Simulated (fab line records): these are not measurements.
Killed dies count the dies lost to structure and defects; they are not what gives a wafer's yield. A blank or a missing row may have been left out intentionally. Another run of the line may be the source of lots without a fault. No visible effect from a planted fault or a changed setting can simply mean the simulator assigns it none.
Which tool did it? | flow n5 finfet | 9 lots with 27 wafers sampled at 6 steps, on a route of 1938 steps

WHAT EACH GAUGE READ, for each wafer
N5_BEOL_M2_THK_MEAS_01.
lot  | measured     | on            | M2_ILD_THK (nm)
L487 | day 7 01:00  | film metro-01 | 78.7 79.9 79.4
L494 | day 8 17:11  | film metro-01 | 77.9 80.0 80.5
L496 | day 9 03:35  | film metro-02 | 80.2 81.8 82.2
L500 | day 9 21:54  | film metro-01 | 95.0 94.6 95.6
L503 | day 10 21:47 | film metro-02 | 77.8 77.3 80.3
L504 | day 10 23:14 | film metro-01 | 78.7 79.1 79.6
L505 | day 11 03:56 | film metro-02 | 78.5 79.5 78.3
L507 | day 11 14:39 | film metro-01 | 79.5 77.9 81.1
L508 | day 12 03:11 | film metro-01 | 79.0 78.6 79.4

N5_BEOL_M4_RC_MEAS_101.
lot  | measured     | on        | DIBL_N (mV/V)  | DIBL_P (mV/V)  | IOFF_N (nA/um) | IOFF_P (nA/um) | ION_N (uA/um) | ION_P (uA/um) | SS_N (mV/dec)  | SS_P (mV/dec)  | VT_N (mV)   | VT_P (mV)
L487 | day 8 14:34  | prober-01 | 36.8 36.2 37.5 | 37.7 35.5 37.9 | 0.16 0.14 0.17 | 0.26 0.24 0.28 | 687 669 689   | 483 466 482   | 72.0 71.4 71.9 | 74.3 73.4 73.8 | 247 251 246 | -246 -245 -246
L494 | day 10 00:09 | prober-02 | 40.4 38.3 38.9 | 39.5 36.6 38.0 | 0.25 0.18 0.20 | 0.31 0.26 0.27 | 708 667 701   | 483 464 481   | 72.6 71.1 72.2 | 74.4 73.6 73.5 | 242 246 245 | -243 -245 -245
L496 | day 10 19:53 | prober-01 | 36.9 32.6 36.2 | 38.9 32.7 38.4 | 0.18 0.11 0.19 | 0.25 0.16 0.25 | 673 675 692   | 462 461 472   | 72.5 70.8 72.3 | 73.3 72.4 73.1 | 247 258 246 | -249 -254 -246
L500 | day 11 02:22 | prober-01 | 38.6 37.7 35.2 | 39.5 38.2 35.6 | 0.19 0.17 0.12 | 0.26 0.25 0.21 | 668 683 647   | 457 469 448   | 72.1 72.4 72.0 | 74.2 73.5 74.0 | 248 248 253 | -251 -251 -252
L503 | day 12 06:49 | prober-01 | 38.4 36.5 37.4 | 39.6 37.6 38.9 | 0.22 0.18 0.21 | 0.29 0.25 0.28 | 672 695 703   | 459 473 474   | 73.0 71.3 71.7 | 74.3 74.1 74.2 | 248 248 245 | -246 -246 -244
L504 | day 12 10:14 | prober-01 | 38.1 39.1 36.4 | 38.7 39.5 35.6 | 0.18 0.20 0.16 | 0.23 0.24 0.19 | 679 674 685   | 459 458 465   | 72.0 71.9 71.9 | 73.5 73.8 73.0 | 246 246 249 | -250 -250 -252
L505 | day 12 10:40 | prober-02 | 39.6 41.1 36.8 | 38.4 40.5 33.9 | 0.19 0.23 0.14 | 0.25 0.32 0.17 | 683 682 653   | 464 467 449   | 71.9 73.4 71.7 | 74.1 74.8 72.3 | 248 246 255 | -251 -244 -253
L507 | day 13 07:53 | prober-02 | 40.7 35.8 39.5 | 41.8 35.6 41.2 | 0.23 0.14 0.22 | 0.30 0.20 0.28 | 679 662 677   | 467 462 464   | 72.8 71.7 73.2 | 73.9 73.1 74.6 | 244 252 246 | -248 -252 -249
L508 | day 13 12:40 | prober-01 | 38.2 38.9 34.8 | 37.6 41.0 34.9 | 0.17 0.22 0.12 | 0.22 0.31 0.19 | 663 688 654   | 455 470 460   | 72.4 72.6 71.5 | 73.6 74.6 73.9 | 254 244 257 | -252 -246 -251

WHAT TOOL EACH LOT RAN ON (gives the tool, then ch and the chambers of the sampled wafers, and finally the start)
lot  | N5_BEOL_M1_SPUTTER_94        | N5_BEOL_M1_ANNEAL_95         | N5_BEOL_M2_ILD_DEP_00           | N5_BEOL_M2_PECVD_72
L487 | pvd sputter-01, day 6 23:34  | pvd sputter-01, day 6 23:38  | pecvd-02 ch 0,1, day 7 00:56    | pecvd-01 ch 0,2, day 7 01:02
L494 | pvd sputter-01, day 8 14:37  | pvd sputter-01, day 8 14:41  | pecvd-01 ch 0,1, day 8 17:07    | pecvd-02 ch 1,2, day 8 17:13
L496 | pvd sputter-01, day 9 02:07  | pvd sputter-01, day 9 02:11  | pecvd-02 ch 0,1, day 9 03:31    | pecvd-03 ch 0,1,2, day 9 03:37
L500 | pvd sputter-01, day 9 20:28  | pvd sputter-01, day 9 20:33  | pecvd-02 ch 0,1,2, day 9 21:51  | pecvd-01 ch 0,1, day 9 21:57
L503 | pvd sputter-03, day 10 20:23 | pvd sputter-03, day 10 20:28 | pecvd-03 ch 0,2, day 10 21:43   | pecvd-01 ch 1,2, day 10 21:49
L504 | pvd sputter-01, day 10 21:46 | pvd sputter-01, day 10 21:51 | pecvd-01 ch 0,1,2, day 10 23:10 | pecvd-03 ch 0,1,2, day 10 23:16
L505 | pvd sputter-01, day 11 00:58 | pvd sputter-01, day 11 01:02 | pecvd-03 ch 0,1,2, day 11 03:53 | pecvd-02 ch 0,1,2, day 11 03:59
L507 | pvd sputter-02, day 11 13:14 | pvd sputter-02, day 11 13:19 | pecvd-03 ch 0,2, day 11 14:34   | pecvd-01 ch 1,2, day 11 14:41
L508 | pvd sputter-03, day 12 01:47 | pvd sputter-03, day 12 01:52 | pecvd-03 ch 1,2, day 12 03:07   | pecvd-02 ch 1,2, day 12 03:14
- N5_BEOL_M1_SPUTTER_94: material Cu, target thk 4.5 nm, time 8.29 s.
- N5_BEOL_M1_ANNEAL_95: time 240 s.
- N5_BEOL_M2_ILD_DEP_00: deposits SiOC from DEMS/O2, target thk 79 nm, time 15.3 s.
- N5_BEOL_M2_PECVD_72: deposits SiO2 from TEOS/O2, target thk 16 nm, time 18 s.

AS READ BY THE TOOLS THEMSELVES (means over the sampled wafers that have a number; for cases with no such wafer, the mark the record gives instead)
N5_BEOL_M1_SPUTTER_94.
lot  | tool           | chamber pressure pa (Pa) | susceptor temp C (C) | throttle valve pct (%)
L487 | pvd sputter-01 | 0.06993                  | -19.96               | 28.9
L494 | pvd sputter-01 | 0.07008                  | -19.91               | 29.5
L496 | pvd sputter-01 | 0.07007                  | -20.09               | 30.5
L500 | pvd sputter-01 | 0.07005                  | -19.95               | 30.7
L503 | pvd sputter-03 | 0.06999                  | -19.96               | 29.6
L504 | pvd sputter-01 | 0.07003                  | -19.89               | 30.1
L505 | pvd sputter-01 | 0.06999                  | -20.00               | 30.2
L507 | pvd sputter-02 | 0.06989                  | -19.96               | 29.8
L508 | pvd sputter-03 | 0.06991                  | -20.08               | 29.5

N5_BEOL_M1_ANNEAL_95.
lot  | tool           | heater power w (W) | susceptor temp C (C)
L487 | pvd sputter-01 | 871                | 400.30
L494 | pvd sputter-01 | 870                | 400.01
L496 | pvd sputter-01 | 855                | 399.75
L500 | pvd sputter-01 | 868                | 399.98
L503 | pvd sputter-03 | 838                | 400.03
L504 | pvd sputter-01 | 884                | 399.92
L505 | pvd sputter-01 | 870                | 400.10
L507 | pvd sputter-02 | 709                | 399.96
L508 | pvd sputter-03 | 828                | 399.94

N5_BEOL_M2_ILD_DEP_00.
lot  | tool     | heater power w (W) | showerhead plenum p Torr (Torr) | showerhead vpp V (V) | susceptor temp C (C) | throttle valve pct (%)
L487 | pecvd-02 | 388                | 5.717                           | 1341                 | 349.95               | 12.7
L494 | pecvd-01 | 486                | 5.720                           | 1288                 | 350.14               | 12.0
L496 | pecvd-02 | 398                | 5.711                           | 1345                 | 350.03               | 12.8
L500 | pecvd-02 | 420                | 5.697                           | 1320                 | 349.92               | 11.9
L503 | pecvd-03 | 412                | 5.705                           | 1374                 | 349.90               | 12.8
L504 | pecvd-01 | 508                | 5.700                           | 1334                 | 349.88               | 11.7
L505 | pecvd-03 | 445                | 5.690                           | 1354                 | 350.14               | 12.1
L507 | pecvd-03 | 426                | 5.688                           | 1317                 | 350.02               | 11.9
L508 | pecvd-03 | 420                | 5.672                           | 1282                 | 350.16               | 11.1

N5_BEOL_M2_PECVD_72.
lot  | tool     | heater power w (W) | showerhead plenum p Torr (Torr) | showerhead vpp V (V) | susceptor temp C (C) | throttle valve pct (%)
L487 | pecvd-01 | 729                | 8.76                            | 1263                 | 400.15               | 23.9
L494 | pecvd-02 | 605                | 8.84                            | 1223                 | 400.26               | 23.9
L496 | pecvd-03 | 649                | 8.74                            | 1275                 | 400.03               | 22.2
L500 | pecvd-01 | 749                | 8.90                            | 1210                 | 399.86               | 22.7
L503 | pecvd-01 | 773                | 8.72                            | 1303                 | 399.75               | 21.5
L504 | pecvd-03 | 627                | 8.74                            | 1279                 | 400.14               | 22.4
L505 | pecvd-02 | 635                | 8.79                            | 1242                 | 399.99               | 22.5
L507 | pecvd-01 | 706                | 8.71                            | 1302                 | 400.03               | 21.7
L508 | pecvd-02 | 621                | 8.84                            | 1223                 | 400.02               | 24.0

THE ANSWER, worked out from the rows above alone
Rule: the usual values come from the lots themselves. Put in order of their means at a reading, lots are off if they are a third of the lots or fewer, leave a main group of 4 or more, and stand apart from it by a gap of 3 or more times the standard deviation of the main group's means; of several such gaps the widest counts. The tables above print the reading to a certain number of digits; a main group whose means all agree to those digits is not used. A lot without any number at a reading at which 4 lots or more have one is off too. All remaining lots with rows at the step are treated as sound. After the gauges, taken in route order, come the tools' own readings; for these a lot's mean is taken, as printed above. At the first step where some lot is off, the reading lying furthest off is the one used; lots without a number count as furthest.
Off: L500, seen at N5_BEOL_M2_THK_MEAS_01 (M2_ILD_THK). Main group: mean 79.4 nm, sd 0.83.
If a tool, at a process step before that reading, ran all the lots that are off and no sound lot after the first of them, it fits. Those tools and the gauges at N5_BEOL_M2_THK_MEAS_01 are tried in the same way. One fits: pecvd-02 at N5_BEOL_M2_ILD_DEP_00. A fault onset in the window from L496 (day 9 03:31, its last sound lot) to L500 (day 9 21:51, its first lot off) fits.

WHAT HAD BEEN PUT IN BY THE SIMULATOR
Process parameter drift: pecvd-02, from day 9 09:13 on, at N5_BEOL_M2_ILD_DEP_00. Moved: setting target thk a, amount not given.
Struck lots among those shown: L500. The rule above found the same.
